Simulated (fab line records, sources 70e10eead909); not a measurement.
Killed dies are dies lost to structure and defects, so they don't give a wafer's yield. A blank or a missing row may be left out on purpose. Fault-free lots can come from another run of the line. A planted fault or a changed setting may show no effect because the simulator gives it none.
Which of the tools did it? ; flow nand harc ; 15 lots, 45 wafers sampled, at 4 steps of a route of 1302

## WHAT THE GAUGES SHOWED, per wafer
The record holds no reading of a measuring or inspecting step that can be judged against a usual standard deviation.

## EACH LOT AND THE TOOL THAT RAN IT (in order: tool; ch and the chambers of the sampled wafers; start)
lot;NHARC_A_CHANNEL_HOLE_D1_DESCUM_15;NHARC_A_CHANNEL_HOLE_D1_ETCH_39;NHARC_A_CHANNEL_HOLE_D1_ETCH_34;NHARC_A_CHANNEL_HOLE_D1_ETCH_25
L994;rie diel-09 ch 0,2,3, day 8 06:34;rie diel-09 ch 1,2,3, day 8 07:10 or earlier;rie diel-09 ch 0,3, day 8 07:10;har etch-02 ch 0,1, day 8 12:42
L996;rie diel-05 ch 1,3, day 9 01:49;rie diel-05 ch 0,1,2, day 9 02:20 or earlier;rie diel-05 ch 0,1,2, day 9 02:20;har etch-01 ch 0,1, day 9 06:00
L998;rie diel-08 ch 1,2,3, day 9 21:56;rie diel-08 ch 0,1,2, day 9 22:21 or earlier;rie diel-08 ch 0,2,3, day 9 22:21;har etch-02 ch 0,1, day 10 03:07
L999;rie diel-08 ch 0,3, day 10 19:53;rie diel-08 ch 0,1, day 10 20:19 or earlier;rie diel-08 ch 0,3, day 10 20:19;har etch-01 ch 0,1, day 11 00:16
L100;rie diel-08 ch 1,3, day 11 05:35;rie diel-08 ch 0,1,3, day 11 06:01 or earlier;rie diel-08 ch 0,1,2, day 11 06:01;har etch-01 ch 0,1, day 11 09:38
L101;rie diel-08 ch 0,1, day 11 14:38;rie diel-08 ch 1,3, day 11 15:04 or earlier;rie diel-08 ch 1,2, day 11 15:04;har etch-02 ch 0,1, day 11 20:48
L102;rie diel-08 ch 0,1,2, day 12 02:25;rie diel-08 ch 1,2,3, day 12 02:49 or earlier;rie diel-08 ch 0,1, day 12 02:49;har etch-01 ch 0,1, day 12 06:46
L107;rie diel-05 ch 0,1, day 13 16:42;rie diel-05 ch 0,3, day 13 17:08 or earlier;rie diel-05 ch 0,1,2, day 13 17:08;har etch-01 ch 0,1, day 13 22:59
L108;rie diel-08 ch 0,2,3, day 14 14:16;rie diel-08 ch 1,2,3, day 14 14:41 or earlier;rie diel-08 ch 0,1,2, day 14 14:41;har etch-02 ch 0,1, day 14 21:17
L110;rie diel-08 ch 0,1,3, day 14 23:50;rie diel-08 ch 0,1, day 15 00:16 or earlier;rie diel-08 ch 0,1,3, day 15 00:16;har etch-01 ch 0,1, day 15 03:55
L111;rie diel-08 ch 0,1,3, day 15 16:25;rie diel-08 ch 0,1,3, day 15 16:51 or earlier;rie diel-08 ch 1,2,3, day 15 16:51;har etch-01 ch 0,1, day 15 23:20
L112;rie diel-09 ch 0,1,3, day 15 19:04;rie diel-09 ch 0,1,2, day 15 19:29 or earlier;rie diel-09 ch 0,1,3, day 15 19:29;har etch-01 ch 0,1, day 16 03:29
L114;rie diel-09 ch 0,1,2, day 16 14:44;rie diel-09 ch 0,2,3, day 16 15:09 or earlier;rie diel-09 ch 0,3, day 16 15:09;har etch-01 ch 0,1, day 16 20:43
L116;rie diel-09 ch 0,3, day 17 10:51;rie diel-09 ch 1,2,3, day 17 11:18 or earlier;rie diel-09 ch 0,1,2, day 17 11:18;har etch-01 ch 0,1, day 17 17:35
L117;rie diel-08 ch 0,1,2, day 17 23:29;rie diel-08 ch 0,1,2, day 17 23:55 or earlier;rie diel-08 ch 0,2,3, day 17 23:55;har etch-01 ch 0,1, day 18 03:33
- NHARC_A_CHANNEL_HOLE_D1_DESCUM_15: chemistry O2, time 3 s.
- NHARC_A_CHANNEL_HOLE_D1_ETCH_39: etches the open film in N2/H2, target depth 260 nm, time 325 s.
- NHARC_A_CHANNEL_HOLE_D1_ETCH_34: etches the open film in CF4/CHF3, target depth 154 nm, time 77 s.
- NHARC_A_CHANNEL_HOLE_D1_ETCH_25: etches the open film in C4F8/O2/Ar, time 1040.2 s, target depth 1500 nm.

## WHAT THE TOOLS THEMSELVES READ (means of the sampled wafers that have a number; where no wafer has one, the mark that the record gives instead)
NHARC_A_CHANNEL_HOLE_D1_DESCUM_15. Usual: drypump motor current A 5.5 A, standard deviation 0.38; oes product au 0.997 a.u., standard deviation 0.0087; rf vpp V 57.7 V, standard deviation 0.83; showerhead plenum p Torr 1.88 Torr, standard deviation 0.09; throttle valve pct 11.312 %, standard deviation 0.009.
lot;tool;drypump motor current A (A);oes product au (a.u.);rf vpp V (V);showerhead plenum p Torr (Torr);throttle valve pct (%);flag
L994;rie diel-09;5.5;1.000;57.0;1.86;11.314;
L996;rie diel-05;5.9;0.988;58.1;1.91;11.315;
L998;rie diel-08;5.5;1.003;57.7;1.85;11.305;
L999;rie diel-08;5.4;1.001;58.4;1.98;11.315;
L100;rie diel-08;5.3;0.990;57.8;1.86;11.309;
L101;rie diel-08;5.0;0.997;57.2;1.87;11.310;
L102;rie diel-08;5.2;0.989;57.1;1.86;11.309;
L107;rie diel-05;5.6;0.991;57.1;1.82;11.303;
L108;rie diel-08;5.6;0.998;58.3;1.91;11.316;
L110;rie diel-08;5.3;0.996;57.7;1.92;11.301;
L111;rie diel-08;5.4;0.995;58.4;1.92;11.311;
L112;rie diel-09;5.4;0.998;57.8;1.84;11.318;
L114;rie diel-09;5.5;1.002;57.8;1.90;11.312;
L116;rie diel-09;5.3;0.993;56.8;1.77;11.304;
L117;rie diel-08;5.2;0.999;58.2;1.86;11.314;

NHARC_A_CHANNEL_HOLE_D1_ETCH_39. Usual: drypump motor current A 5.5 A, standard deviation 0.39; oes product au 0.997 a.u., standard deviation 0.0097; rf vpp V 429.5 V, standard deviation 2.9; run length s 346.5 s, standard deviation 0.39; showerhead plenum p Torr 2.00 Torr, standard deviation 0.1; throttle valve pct 14.171 %, standard deviation 0.0092.
lot;tool;drypump motor current A (A);oes product au (a.u.);rf vpp V (V);run length s (s);showerhead plenum p Torr (Torr);throttle valve pct (%);flag
L994;rie diel-09;5.5;0.991;430.5;346.9;2.05;14.169;
L996;rie diel-05;5.8;0.993;430.4;346.2;2.00;14.173;
L998;rie diel-08;5.2;1.008;429.3;346.3;1.98;14.171;
L999;rie diel-08;5.0;1.001;429.5;346.3;1.99;14.181;
L100;rie diel-08;5.3;0.996;431.3;346.5;2.05;14.159;
L101;rie diel-08;5.6;0.986;430.9;346.4;2.04;14.169;
L102;rie diel-08;5.5;0.999;428.6;346.8;1.97;14.171;
L107;rie diel-05;5.9;0.993;430.4;346.0;2.03;14.166;
L108;rie diel-08;5.5;0.988;428.2;346.7;1.97;14.178;
L110;rie diel-08;5.0;1.005;431.3;346.2;2.05;14.160;
L111;rie diel-08;5.3;1.001;431.3;346.2;2.05;14.172;
L112;rie diel-09;5.5;0.997;431.1;346.3;2.03;14.171;
L114;rie diel-09;5.5;1.009;428.5;346.7;1.96;14.169;
L116;rie diel-09;5.5;0.982;430.1;346.9;2.03;14.177;
L117;rie diel-08;5.2;0.994;428.3;346.5;1.98;14.168;

NHARC_A_CHANNEL_HOLE_D1_ETCH_34. Usual: drypump motor current A 5.4 A, standard deviation 0.39; oes product au 0.951 a.u., standard deviation 0.023; rf vpp V 369.8 V, standard deviation 2.5; run length s 98.4 s, standard deviation 0.38; showerhead plenum p Torr 1.55 Torr, standard deviation 0.07; throttle valve pct 16.804 %, standard deviation 0.0091.
lot;tool;drypump motor current A (A);oes product au (a.u.);rf vpp V (V);run length s (s);showerhead plenum p Torr (Torr);throttle valve pct (%);flag
L994;rie diel-09;5.3;0.957;367.3;98.9;1.48;16.799;
L996;rie diel-05;5.8;0.950;369.8;98.4;1.54;16.805;
L998;rie diel-08;5.5;0.975;370.2;98.3;1.57;16.804;
L999;rie diel-08;5.4;0.964;372.5;97.9;1.63;16.796;
L100;rie diel-08;5.2;0.965;369.9;98.3;1.53;16.809;
L101;rie diel-08;5.1;0.922;367.8;98.7;1.49;16.795;
L102;rie diel-08;5.0;0.972;370.9;98.3;1.59;16.807;
L107;rie diel-05;5.8;0.929;369.2;98.2;1.53;16.804;
L108;rie diel-08;5.2;0.924;369.1;93.6;1.53;16.810;OFF
L110;rie diel-08;5.3;0.920;370.6;95.9;1.58;16.801;OFF
L111;rie diel-08;5.5;0.957;369.4;96.4;1.53;16.800;OFF
L112;rie diel-09;5.3;0.953;369.4;98.8;1.52;16.794;
L114;rie diel-09;5.3;0.975;366.9;98.5;1.46;16.815;
L116;rie diel-09;5.5;0.965;369.8;98.7;1.56;16.814;
L117;rie diel-08;5.6;0.965;369.8;98.5;1.57;16.800;

NHARC_A_CHANNEL_HOLE_D1_ETCH_25. Usual: drypump motor current A 6.0 A, standard deviation 0.37; run length s 1025.8 s, standard deviation 2; showerhead plenum p Torr 3.58 Torr, standard deviation 0.15; temp c -19.99 C, standard deviation 0.1; throttle valve pct 32.236 %, standard deviation 0.008.
lot;tool;drypump motor current A (A);run length s (s);showerhead plenum p Torr (Torr);temp c (C);throttle valve pct (%);flag
L994;har etch-02;6.1;1025.2;3.47;-20.00;32.234;
L996;har etch-01;5.7;1025.2;3.66;-19.97;32.233;
L998;har etch-02;6.1;1025.2;3.46;-19.98;32.236;
L999;har etch-01;5.9;1025.2;3.59;-19.92;32.239;
L100;har etch-01;6.0;1025.2;3.58;-19.93;32.233;
L101;har etch-02;6.1;1025.2;3.44;-20.01;32.241;
L102;har etch-01;5.9;1025.2;3.58;-19.94;32.231;
L107;har etch-01;6.0;1025.2;3.56;-20.01;32.236;
L108;har etch-02;6.1;1025.2;3.42;-20.01;32.232;
L110;har etch-01;5.7;1025.2;3.62;-20.00;32.238;
L111;har etch-01;5.7;1025.2;3.61;-20.06;32.237;
L112;har etch-01;5.7;1025.2;3.61;-19.99;32.239;
L114;har etch-01;5.7;1025.2;3.60;-19.99;32.237;
L116;har etch-01;5.7;1025.2;3.59;-19.96;32.231;
L117;har etch-01;5.7;1025.2;3.59;-19.87;32.234;

## THE ANSWER, worked out from the rows above alone
Rule: lot off if the mean of its wafers having a number is beyond 3 standard deviations from the usual mean. Also off: a lot with no number at a reading for which 4 or more lots have one. Any other lot the step has rows for is counted as sound. After the gauges, taken in route order, come the tools' own readings; for these a lot's mean is taken, as printed above. At the first step where some lot is off, the reading lying furthest off is the one used; lots without a number count as furthest.
Off: L108, L110, L111 (NHARC_A_CHANNEL_HOLE_D1_ETCH_34, run length s).
If a tool, at that step or one of the process steps before it, ran each lot that is off and ran no sound lot following the first of them, it fits. NHARC_A_CHANNEL_HOLE_D1_ETCH_39: start missing for some lots; hours and lot order therefore follow NHARC_A_CHANNEL_HOLE_D1_ETCH_34. Not one of the candidates tried fits.

## WHAT HAD BEEN PUT IN BY THE SIMULATOR
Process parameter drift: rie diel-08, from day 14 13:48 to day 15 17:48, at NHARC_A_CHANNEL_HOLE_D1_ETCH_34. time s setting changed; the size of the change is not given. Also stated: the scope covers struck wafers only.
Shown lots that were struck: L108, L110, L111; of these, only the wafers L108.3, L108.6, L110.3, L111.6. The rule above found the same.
